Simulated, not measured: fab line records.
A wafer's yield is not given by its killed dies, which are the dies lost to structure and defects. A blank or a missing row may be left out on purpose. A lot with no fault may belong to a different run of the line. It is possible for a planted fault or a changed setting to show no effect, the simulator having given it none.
Which tool was responsible? -- flow n5 finfet -- 72 wafers from 24 lots sampled at 2 of the route's 1938 steps

WHAT THE GAUGES READ, wafer by wafer
N5_BEOL_M2_OVL_MEAS_29. Usual: V1_OVL typically reads 0.5 nm, with standard deviation 0.69.
lot,measured,on,V1_OVL (nm),flag
L074,day 6 13:20,overlay-01,-0.1 1.0 -0.7,
L075,day 6 20:24,overlay-02,1.7 1.2 1.2,
L076,day 7 04:16,overlay-01,1.5 1.1 0.6,
L077,day 7 07:26,overlay-02,1.1 1.5 1.5,
L078,day 7 13:55,overlay-01,0.3 1.6 1.2,
L079,day 8 15:33,overlay-02,0.2 0.4 0.3,
L081,day 8 23:02,overlay-01,0.5 0.4 1.4,
L082,day 9 01:20,overlay-02,-0.8 -0.7 -0.9,
L080,day 9 02:04,overlay-02,0.3 1.5 0.9,
L085,day 9 07:13,overlay-01,-0.7 0.1 1.1,
L083,day 9 08:19,overlay-02,0.4 0.6 -0.4,
L084,day 9 15:46,overlay-01,0.2 0.5 -0.2,
L086,day 9 18:44,overlay-02,0.7 0.2 -0.2,
L087,day 9 18:56,overlay-02,0.1 0.5 0.5,
L088,day 10 02:45,overlay-01,0.4 1.1 -0.1,
L089,day 10 11:39,overlay-01,1.1 1.1 1.5,
L090,day 10 23:14,overlay-02,1.1 -0.1 0.4,
L092,day 11 02:50,overlay-02,0.7 1.0 0.5,
L091,day 11 06:59,overlay-02,0.8 -0.8 0.5,
L093,day 11 10:16,overlay-02,-0.5 0.4 -0.2,
L094,day 12 00:29,overlay-01,1.4 0.9 -0.3,
L095,day 12 08:11,overlay-02,2.1 1.3 2.1,
L097,day 12 12:32,overlay-02,0.0 0.0 0.9,
L096,day 12 16:19,overlay-02,0.2 0.4 0.2,

N5_BEOL_M2_INSPECT_30: inspects for defects (brightfield). Usual: 416 for raw defect count, sd 87.
lot,measured,on,raw defect count,flag
L074,day 6 13:23,defect inspect-01,331 553 432,
L075,day 6 20:27,defect inspect-02,568 615 375,
L076,day 7 04:19,defect inspect-01,495 363 572,
L077,day 7 07:29,defect inspect-02,421 402 417,
L078,day 7 13:58,defect inspect-02,398 508 711,
L079,day 8 15:36,defect inspect-01,272 375 330,
L081,day 8 23:05,defect inspect-02,334 442 456,
L082,day 9 01:23,defect inspect-02,442 542 469,
L080,day 9 02:07,defect inspect-01,416 379 438,
L085,day 9 07:17,defect inspect-02,408 553 702,
L083,day 9 08:23,defect inspect-01,342 426 410,
L084,day 9 15:50,defect inspect-02,443 397 484,
L086,day 9 18:47,defect inspect-02,365 417 458,
L087,day 9 18:59,defect inspect-02,476 449 356,
L088,day 10 02:48,defect inspect-02,520 536 394,
L089,day 10 11:42,defect inspect-01,313 421 410,
L090,day 10 23:18,defect inspect-01,410 494 427,
L092,day 11 02:53,defect inspect-01,266 311 269,
L091,day 11 07:03,defect inspect-02,324 219 477,
L093,day 11 10:19,defect inspect-02,509 536 371,
L094,day 12 00:33,defect inspect-01,430 483 558,
L095,day 12 08:14,defect inspect-01,388 297 340,
L097,day 12 12:35,defect inspect-01,508 301 536,
L096,day 12 16:23,defect inspect-02,367 388 289,

WHICH TOOL RAN EACH LOT (tool, then ch and the chambers of the sampled wafers, then the start)
No process step before these readings appears in the record.

AS READ BY THE TOOLS THEMSELVES (means over the sampled wafers that have a number; for cases with no such wafer, the mark the record gives instead)
The record holds no such reading with a usual standard deviation.

THE ANSWER, worked out from the rows above alone
Rule: a lot counts as off when the mean over its wafers that have a number is more than 3 standard deviations away from the usual mean. Also off: a lot with no number at a reading for which 4 or more lots have one. Any other lot the step has rows for is counted as sound. The gauges are gone through in route order, then the tools' own readings, and for those a lot's mean is taken as printed above. At the first step where some lot is off, the reading lying furthest off is the one used; lots without a number count as furthest.
No lot is off on any of the readings shown, so nothing can be concluded from this.

WHAT THE SIMULATOR HAD INSERTED
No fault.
